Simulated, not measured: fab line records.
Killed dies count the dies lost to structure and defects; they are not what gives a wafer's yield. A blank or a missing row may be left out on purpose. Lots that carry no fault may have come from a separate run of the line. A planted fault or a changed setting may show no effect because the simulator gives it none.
fab line records	flow nand_harc
record lots=14	wafers=42	last_day=34
route steps=1302 shown A_STAIRCASE@707
lots that met no fault: from a run of the same line without faults
start_h: the number of hours between the record's first day and the start of the first shown wafer of the lot	wait_h: hours from the lot's prior step to this one	" identical to the entry in the row above	L1.1+2: several wafers, shown together as one row	- no value, or no start was given	* or withheld: withheld	< > ~ a bound
route shown NAME@n: a module of which the file shows steps, and the number in the route of the first	usual: mean/standard deviation taken from wafers without a fault	same: alike in all rows	chamber/n: place in a boat	sites: the reading at each site	_std_site: the standard deviation of these	_edge_site: mean of outer sites minus mean of inner sites	radius_mm: how far each site lies from the wafer's centre	mask NAME#n: copy n	behind: the last tool/chamber to shape the wafer	hold: why the lot went on hold/how many hours it stayed there/how the hold came to an end	device: the n, p or np transistor that did not switch	end of line: tests run on the same wafers once the route is complete	a step with no rows: only its recipe	killed: not the wafer's yield, but the dies lost to structure and defects at the first sort	map: dies across one wafer; x = killed, . = not, _ = none there
set.NAME: the setting as run; set.NAME@STEP: as run at that earlier step	model.NAME: the simulator's own value behind a step, which no gauge read
one table for each step of the route and one row for each wafer, over a sample of lots
services: a tool's chamber out of use, with start hour (start_h, from the record's first day; less than 0 if before it), hours out, and reason
## steps
# step NHARC_A_STAIRCASE_TRIM_193
# recipe time_s=211.2	o2_flow_sccm=500	ar_flow_sccm=0	bias_w=0	chemistry=O2
# usual drypump_motor_current_A=5.8/0.5	mfc_ar_sccm=0.008/0.0098	oes_product_au=1.002/0.0099	rf_vpp_V=57.9/0.81	showerhead_plenum_p_Torr=3.56/0.13	throttle_valve_pct=17.036/0.0085
# same bias_w=0	time_s=211.2
lot.wafer	tool	chamber	start_h	wait_h	drypump_motor_current_A	mfc_ar_sccm	oes_product_au	rf_hours_counter_h	rf_vpp_V	showerhead_plenum_p_Torr	throttle_valve_pct
L961.2	rie_diel-09	2	-	-	5.8	0.018	1.019	13	57.9	3.55	17.029
L961.3	"	0	"	"	6.2	0	0.996	12	56.2	3.33	17.057
L961.5	"	2	"	"	5.8	0.018	1.015	-	57.0	3.55	17.034
L963.4	rie_diel-04	0	-	-	5.2	0	1.001	2	57.7	3.59	17.035
L963.1	"	1	"	"	5.3	0.002	0.998	2	58.4	3.74	17.047
L963.2	"	2	"	"	5.7	0	0.987	3	58.6	3.59	17.037
L965.1	rie_diel-01	1	-	-	5.2	0	0.996	9	58.2	3.61	17.041
L965.3	"	1	"	"	5.2	0	0.994	-	59.7	3.61	17.040
L965.5	"	1	"	"	5.2	0	0.985	-	57.6	3.61	17.035
L967.1	rie_diel-09	0	-	-	6.2	0	0.992	26	57.0	3.33	17.050
L967.2	"	1	"	"	6.6	0.009	1.007	29	57.9	3.60	17.023
L967.3	"	2	"	"	5.8	0.018	1.015	30	59.5	3.54	17.036
L966.2	rie_diel-09	0	-	-	6.2	0	0.987	28	56.8	3.33	17.035
L966.1	"	1	"	"	6.6	0.009	1.006	31	56.9	3.59	17.054
L966.4	"	2	"	"	5.8	0.018	1.016	32	57.3	3.54	17.037
L968.4	rie_diel-01	2	-	-	6.6	0.037	0.999	13	59.1	3.62	17.036
L968.3	"	3	"	"	6.0	0	1.008	7	58.5	3.35	17.033
L968.5	"	0	"	"	5.2	0.006	1.027	-	58.3	3.77	17.042
L970.3	rie_diel-04	2	-	-	5.7	0	1.003	31	58.6	3.58	17.028
L970.2	"	3	"	"	6.5	0.013	0.988	26	56.9	3.44	17.045
L970.5	"	1	"	"	5.3	0.002	0.997	-	58.3	3.72	17.043
L973.4	rie_diel-09	2	-	-	5.8	0.018	1.019	51	58.4	3.53	17.028
L973.3	"	3	"	"	5.7	0.005	1.010	44	56.7	3.66	17.025
L973.1	"	0	"	"	6.2	0	0.999	42	57.1	3.32	17.025
L971.2	rie_diel-04	1	-	-	5.3	0.002	1.005	32	58.0	3.72	17.025
L971.1	"	2	"	"	5.7	0	0.999	33	56.1	3.58	17.035
L971.4	"	1	"	"	5.3	0.002	0.995	-	58.7	3.72	17.028
L972.1	rie_diel-01	1	-	-	5.2	0	0.991	28	58.1	3.60	17.052
L972.4	"	2	"	"	6.6	0.037	1.015	25	58.3	3.61	17.039
L972.6	"	2	"	"	6.6	0.037	1.012	-	57.5	3.61	17.041
L974.1	rie_diel-09	3	-	-	5.7	0.005	1.012	58	58.0	3.66	17.028
L974.3	"	1	"	"	6.6	0.009	0.986	59	57.7	3.58	17.036
L974.5	"	2	"	"	5.8	0.018	1.015	-	57.9	3.52	17.054
L975.4	rie_diel-01	0	-	-	5.3	0.006	1.016	45	58.8	3.75	17.045
L975.6	"	2	"	"	6.6	0.037	1.010	-	56.4	3.60	17.032
L975.5	"	3	"	"	5.9	0	1.007	-	57.0	3.34	17.041
L982.2	rie_diel-09	0	-	-	6.2	0	0.995	26	56.6	3.30	17.035
L982.1	"	1	"	"	6.6	0.009	1.000	27	57.2	3.56	17.038
L982.5	"	2	"	"	5.8	0.018	1.022	-	56.8	3.51	17.031
L984.3	rie_diel-01	2	-	-	6.6	0.037	1.006	17	57.7	3.58	17.042
L984.5	"	3	"	"	6.0	0	1.004	-	57.9	3.32	17.040
L984.6	"	0	"	"	5.3	0.006	1.002	-	58.0	3.74	17.048
# step NHARC_A_STAIRCASE_ETCH_194
# recipe target_depth_a=1000	time_s=40.5	ion_energy_ev=400	c4f8_flow_sccm=20	o2_flow_sccm=10	ar_flow_sccm=withheld	rf_w=600	bias_w=1000	chemistry=C4F8/O2
# usual bias_w=1000/3	oes_product_au=0.946/0.012	rf_vpp_V=897/5	run_length_s=61.8/0.48
# same time_s=40.5
lot.wafer	tool	chamber	start_h	wait_h	bias_w	oes_product_au	rf_hours_counter_h	rf_vpp_V	run_length_s
L961.3	rie_diel-09	0	-	-	1001	0.943	12	888	62.5
L961.2	"	2	"	"	999	0.956	13	897	62.3
L961.5	"	0	"	"	1002	0.954	-	888	62.0
L963.2	rie_diel-04	1	-	-	1003	0.936	2	904	61.4
L963.1	"	2	"	"	998	0.938	3	899	62.4
L963.4	"	3	"	"	999	0.931	3	894	61.7
L965.1	rie_diel-01	1	-	-	1001	0.937	9	900	61.6
L965.3	"	1	"	"	999	0.938	-	899	61.8
L965.5	"	0	"	"	998	0.951	-	905	61.9
L967.3	rie_diel-09	3	-	-	997	0.944	28	902	61.8
L967.1	"	0	"	"	995	0.925	26	887	62.5
L967.2	"	1	"	"	998	0.958	29	899	61.6
L966.1	rie_diel-09	2	-	-	999	0.971	32	895	62.3
L966.2	"	0	"	"	1001	0.946	28	889	62.4
L966.4	"	1	"	"	1001	0.961	31	899	61.6
L968.4	rie_diel-01	1	-	-	999	0.936	16	898	61.8
L968.3	"	2	"	"	1002	0.939	13	900	61.8
L968.5	"	0	"	"	1003	0.951	-	904	62.1
L970.3	rie_diel-04	1	-	-	998	0.948	30	904	61.0
L970.2	"	0	"	"	998	0.947	30	897	61.0
L970.5	"	2	"	"	997	0.939	-	898	62.2
L973.3	rie_diel-09	0	-	-	1003	0.925	42	887	62.0
L973.1	"	1	"	"	998	0.937	48	898	62.1
L973.4	"	2	"	"	996	0.944	51	897	62.3
L971.1	rie_diel-04	1	-	-	1001	0.940	32	904	61.3
L971.2	"	2	"	"	999	0.944	34	897	62.6
L971.4	"	2	"	"	999	0.928	-	901	62.5
L972.4	rie_diel-01	1	-	-	1002	0.939	28	898	61.9
L972.1	"	0	"	"	998	0.979	32	904	62.3
L972.6	"	1	"	"	1002	0.940	-	898	61.7
L974.3	rie_diel-01	2	500.18	-	999	0.984	36	899	61.8
L974.1	"	0	"	"	996	0.979	42	903	62.0
L974.5	"	2	"	"	998	0.982	-	898	61.3
L975.4	rie_diel-01	2	-	-	1006	0.939	40	899	61.6
L975.5	"	3	"	"	1002	0.950	-	889	61.7
L975.6	"	0	"	"	1003	0.965	-	905	61.9
L982.1	rie_diel-09	3	-	-	998	0.938	29	901	61.3
L982.2	"	0	"	"	996	0.947	26	886	62.6
L982.5	"	2	"	"	1006	0.957	-	895	62.8
L984.3	rie_diel-01	0	-	-	1002	0.941	12	904	62.2
L984.5	"	3	"	"	1000	0.932	-	889	62.0
L984.6	"	0	"	"	1001	0.940	-	904	62.5
# step NHARC_A_STAIRCASE_ETCH_199
# recipe target_depth_a=1000	time_s=40.5	ion_energy_ev=400	c4f8_flow_sccm=20	o2_flow_sccm=10	ar_flow_sccm=withheld	rf_w=600	bias_w=1000	chemistry=C4F8/O2
# usual bias_w=1000.0/2.8	oes_product_au=0.951/0.013	rf_vpp_V=897/5	run_length_s=61.8/0.47
lot.wafer	tool	chamber	start_h	wait_h	bias_w	oes_product_au	rf_hours_counter_h	rf_vpp_V	run_length_s
L961.3	rie_diel-04	2	365.33	-	1005.6	0.943	0	898	62.2
L961.2	"	3	"	"	999.5	0.939	0	893	61.6
L961.5	"	2	"	"	997.2	0.961	-	899	62.6
L963.2	rie_diel-09	3	378.08	-	998.2	0.964	13	903	61.2
L963.4	"	0	"	"	999.0	0.942	15	888	62.5
L963.1	"	2	"	"	1000.5	0.972	15	898	62.2
L965.1	rie_diel-09	2	412.76	-	1001.4	0.983	30	895	62.3
L965.3	"	1	"	"	1000.0	0.957	28	898	62.0
L965.5	"	3	"	"	1004.3	0.965	-	902	61.2
L967.1	rie_diel-09	3	415.12	-	998.3	0.958	28	903	61.2
L967.2	"	0	"	"	997.5	0.932	26	889	62.5
L967.3	"	2	"	"	994.8	0.963	31	896	62.3
L966.2	rie_diel-01	2	421.04	-	1004.9	0.952	10	899	61.4
L966.1	"	0	"	"	999.0	0.962	12	905	62.5
L966.4	"	2	"	"	997.7	0.953	-	899	61.7
L968.4	rie_diel-01	0	430.27	-	997.7	0.966	16	904	61.9
L968.3	"	1	"	"	995.3	0.946	17	898	61.9
L968.5	"	3	"	"	1007.7	0.941	-	890	61.8
L970.2	rie_diel-09	0	467.12	-	1004.5	0.925	42	889	62.0
L970.3	"	1	"	"	1003.1	0.932	48	897	61.7
L970.5	"	0	"	"	1002.5	0.929	-	889	62.1
L973.4	rie_diel-01	2	467.43	-	995.6	0.948	24	899	61.4
L973.3	"	3	"	"	995.6	0.970	23	891	62.0
L973.1	"	1	"	"	1001.1	0.932	27	899	61.9
L971.4	rie_diel-01	3	472.08	-	994.8	0.947	24	889	62.3
L971.1	"	0	"	"	999.8	0.970	32	903	62.4
L971.2	"	1	"	"	998.3	0.935	28	898	61.6
L972.1	rie_diel-04	1	472.31	-	1001.6	0.954	32	902	61.0
L972.4	"	2	"	"	997.9	0.954	-	899	62.3
L972.6	"	0	"	"	1002.8	0.940	-	897	61.3
L974.3	rie_diel-01	2	500.78	-	999.9	0.946	37	898	61.9
L974.1	"	3	"	"	1001.6	0.959	37	889	62.3
L974.5	"	3	"	"	996.7	0.965	-	891	62.6
L975.4	rie_diel-09	1	511.87	-	1003.8	0.965	1	899	61.8
L975.5	"	1	"	"	1005.6	0.974	-	897	61.8
L975.6	"	2	"	"	1001.1	0.972	-	895	62.4
L982.2	rie_diel-09	0	589.15	-	-	0.948	26	888	51.6
L982.1	"	1	"	"	995.7	0.958	27	896	61.5
L982.5	"	3	"	"	-	0.938	-	902	50.9
L984.3	rie_diel-09	1	610.82	-	-	0.939	31	897	51.7
L984.5	"	3	"	"	-	0.938	-	899	51.0
L984.6	"	0	"	"	1004.1	0.939	-	887	62.3
# step NHARC_A_STAIRCASE_ETCH_201
# recipe target_depth_a=1000	time_s=40.5	ion_energy_ev=400	c4f8_flow_sccm=20	o2_flow_sccm=10	ar_flow_sccm=withheld	rf_w=600	bias_w=1000	chemistry=C4F8/O2
# usual bias_w=1000/3.3	oes_product_au=0.947/0.013	rf_vpp_V=897/5	run_length_s=61.8/0.47
# same time_s=40.5
lot.wafer	tool	chamber	start_h	wait_h	bias_w	oes_product_au	rf_hours_counter_h	rf_vpp_V	run_length_s
L961.2	rie_diel-04	2	-	-	1002	0.952	0	899	62.5
L961.3	"	3	"	"	1006	0.944	0	892	61.6
L961.5	"	1	"	"	1003	0.956	-	903	61.2
L963.2	rie_diel-09	0	-	-	1000	0.961	15	888	61.9
L963.4	"	1	"	"	1001	0.965	17	899	61.7
L963.1	"	3	"	"	999	0.957	13	902	61.3
L965.3	rie_diel-09	0	-	-	999	0.947	25	889	62.2
L965.1	"	2	"	"	1000	0.985	30	896	62.6
L965.5	"	0	"	"	996	0.938	-	887	62.6
L967.1	rie_diel-09	2	-	-	1000	0.958	31	896	62.4
L967.2	"	3	"	"	994	0.938	28	900	61.3
L967.3	"	0	"	"	1002	0.932	26	887	62.2
L966.2	rie_diel-01	1	-	-	1001	0.938	13	899	61.7
L966.1	"	2	"	"	1004	0.934	10	899	61.7
L966.4	"	0	"	"	1002	0.953	-	905	62.6
L968.4	rie_diel-01	1	-	-	1004	0.943	17	899	61.9
L968.3	"	2	"	"	1000	0.948	13	898	61.4
L968.5	"	0	"	"	997	0.961	-	905	62.8
L970.2	rie_diel-09	0	-	-	996	0.950	42	890	62.4
L970.3	"	2	"	"	999	0.955	51	896	62.2
L970.5	"	0	"	"	1002	0.943	-	889	62.1
L973.4	rie_diel-01	3	-	-	1000	0.948	23	887	62.4
L973.3	"	0	"	"	1003	0.958	31	904	62.1
L973.1	"	2	"	"	999	0.951	24	899	61.3
L971.1	rie_diel-01	2	-	-	1000	0.930	25	898	61.4
L971.4	"	0	"	"	1001	0.964	32	904	62.3
L971.2	"	1	"	"	1003	0.929	28	897	62.0
L972.1	rie_diel-04	2	-	-	1000	0.956	34	897	62.7
L972.4	"	0	"	"	998	0.941	-	896	61.0
L972.6	"	1	"	"	998	0.939	-	904	61.5
L974.3	rie_diel-01	1	-	-	1000	0.932	37	898	61.6
L974.1	"	2	"	"	994	0.965	37	900	62.0
L974.5	"	0	"	"	999	0.960	-	903	61.9
L975.4	rie_diel-09	3	-	-	1004	0.937	1	900	61.6
L975.5	"	0	"	"	996	0.959	-	888	62.3
L975.6	"	1	"	"	996	0.965	-	897	61.7
L982.1	rie_diel-09	0	-	-	998	0.936	26	888	61.9
L982.2	"	1	"	"	995	0.943	27	898	61.6
L982.5	"	0	"	"	998	0.948	-	887	62.2
L984.3	rie_diel-09	3	-	-	1001	0.955	34	901	61.6
L984.5	"	2	"	"	1003	0.955	-	894	62.6
L984.6	"	3	"	"	996	0.959	-	900	61.2
## services
tool	chamber	start_h	hours	kind
rie_diel-09	0	355.43	-	clean
rie_diel-09	1	355.43	-	clean
rie_diel-09	2	355.43	-	clean
rie_diel-09	3	355.43	-	clean
rie_diel-04	-	355.63	9.0	pm
rie_diel-01	2	361.11	8.2	repair
rie_diel-09	0	374.58	1.4	repair
rie_diel-04	2	374.58	1.4	repair
rie_diel-09	0	379.93	-	clean
rie_diel-09	1	379.93	-	clean
rie_diel-09	2	379.93	-	clean
rie_diel-09	3	379.93	-	clean
rie_diel-01	-	380.98	9.0	pm
rie_diel-04	3	384.01	14.6	repair
rie_diel-09	0	404.43	-	clean
rie_diel-01	3	409.01	15.4	repair
rie_diel-01	2	411.48	2.7	repair
rie_diel-04	-	457.47	0.5	repair
rie_diel-09	-	498.49	9.0	pm
rie_diel-04	-	533.12	9.0	pm
rie_diel-01	3	541.46	4.9	repair
rie_diel-01	-	557.98	9.0	pm
rie_diel-04	1	560.84	20.0	repair
rie_diel-04	2	587.25	2.7	repair
## key
first_sign step=NHARC_A_STAIRCASE_ETCH_199	reading=run_length_s	direction=down	sigmas=23	usual=*	struck=*
effect none on later readings
met_at NHARC_A_STAIRCASE_ETCH_199
struck_lots L982,L984
struck_wafers L982.2,L982.5,L984.3,L984.5
later_rows_left_out L982.2,L982.5,L984.3,L984.5
sort_left_out L982.2,L982.5,L984.3,L984.5
tester_left_out L982,L984
not_acting_at NHARC_A_STAIRCASE_TRIM_193,NHARC_A_STAIRCASE_ETCH_194,NHARC_A_STAIRCASE_ETCH_201
onset_between 511.87 589.15
fault kind=process_parameter_drift	tool=rie_diel-09	chamber=-	onset_h=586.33	steps=NHARC_A_STAIRCASE_ETCH_199	channel=time_s	offset=*	shape=step	end_h=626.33	scope=struck_wafers_only	acts_in=*	stated=*
# tester_left_out: of these lots the tester's yield and bins aren't shown, on N5 and GAA mostly nor the transistor test; their killed dies are dies lost to structure and defects alone, not to doping, threshold or leakage, so they don't give the yield
# sort_left_out: the simulated sort isn't trusted on such a fault, so these wafers' sort isn't shown, and their yield isn't known
# later_rows_left_out: the simulator's readings of these wafers behind a module that went badly wrong aren't trusted and aren't shown, but for the sort
